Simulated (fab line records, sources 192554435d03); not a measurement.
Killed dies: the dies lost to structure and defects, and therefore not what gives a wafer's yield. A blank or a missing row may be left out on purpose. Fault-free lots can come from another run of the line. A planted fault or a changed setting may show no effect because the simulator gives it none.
Matching of chambers | flow n5-finfet | ald-sin-04 running N5_STI_FIN_REVEAL_ALD_00: 4 sister chambers
The step deposits SiO2, target thk 1 nm, pulse time 1 s. 20 wafers are shown with their chamber, then 10 later ones without.

## WAFERS WITH THEIR CHAMBER
wafer  | chamber | heater-power-w (W) | precursor-pulse-height-rel
L074.2 | 2       | 431                | 1.006
L074.3 | 3       | 415                | 1.003
L074.5 | 0       | 492                | 1.009
L076.2 | 2       | 424                | 0.988
L076.3 | 0       | 496                | 0.974
L076.5 | 0       | 481                | 0.997
L079.1 | 1       | 388                | 1.016
L079.2 | 3       | 414                | 1.011
L079.3 | 0       | 491                | 0.983
L079.4 | 2       | 414                | 1.010
L079.5 | 3       | 414                | 1.016
L079.6 | 2       | 422                | 0.956
L085.1 | 0       | 488                | 0.987
L085.2 | 1       | 386                | 0.973
L085.5 | 3       | 416                | 1.017
L087.2 | 3       | 422                | 1.021
L087.5 | 3       | 423                | 1.023
L087.6 | 1       | 393                | 1.023
L088.1 | 0       | 509                | 0.976
L088.2 | 1       | 385                | 0.972

SIGNATURES, as means of the wafers listed above
reading                    | chamber 0 | chamber 1 | chamber 2 | chamber 3 | scatter within a chamber
heater-power-w             | 492.83    | 388.00    | 422.75    | 417.33    | 6.65
precursor-pulse-height-rel | 0.98767   | 0.99600   | 0.99000   | 1.01517   | 0.018
Rule: for a wafer and a chamber, the distance is found by dividing, reading by reading, the gap between the wafer's reading and the chamber's mean by the reading's scatter, squaring, summing and taking the root. The wafer belongs to the nearest chamber; if the next one is less than 2 further off, it can't be placed. The scatter is the square root of a quotient: the sum, over the shown wafers, of each reading's squared deviation from its chamber's mean, divided by wafers minus chambers.

## WAFERS WITH NO CHAMBER GIVEN
wafer  | heater-power-w (W) | precursor-pulse-height-rel
L088.4 | 505                | 1.046
L089.1 | 419                | 0.988
L089.2 | 415                | 0.989
L089.6 | 391                | 0.971
L091.2 | 394                | 0.987
L091.4 | 493                | 0.961
L091.6 | 502                | 1.003
L092.3 | 500                | 1.014
L092.4 | 392                | 0.994
L092.5 | 496                | 0.976

## THE CHAMBER EACH PASSED THROUGH
wafer  | from the rows above     | in truth
L088.4 | 0                       | 0
L089.1 | can't be placed: 2 or 3 | 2
L089.2 | can't be placed: 2 or 3 | 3
L089.6 | 1                       | 1
L091.2 | 1                       | 1
L091.4 | 0                       | 0
L091.6 | 0                       | 0
L092.3 | 0                       | 0
L092.4 | 1                       | 1
L092.5 | 0                       | 0
Correctly placed: 8 of 10. These rows do not allow placing 2 (true chamber among the candidates in 2). Placed wrongly: 0.
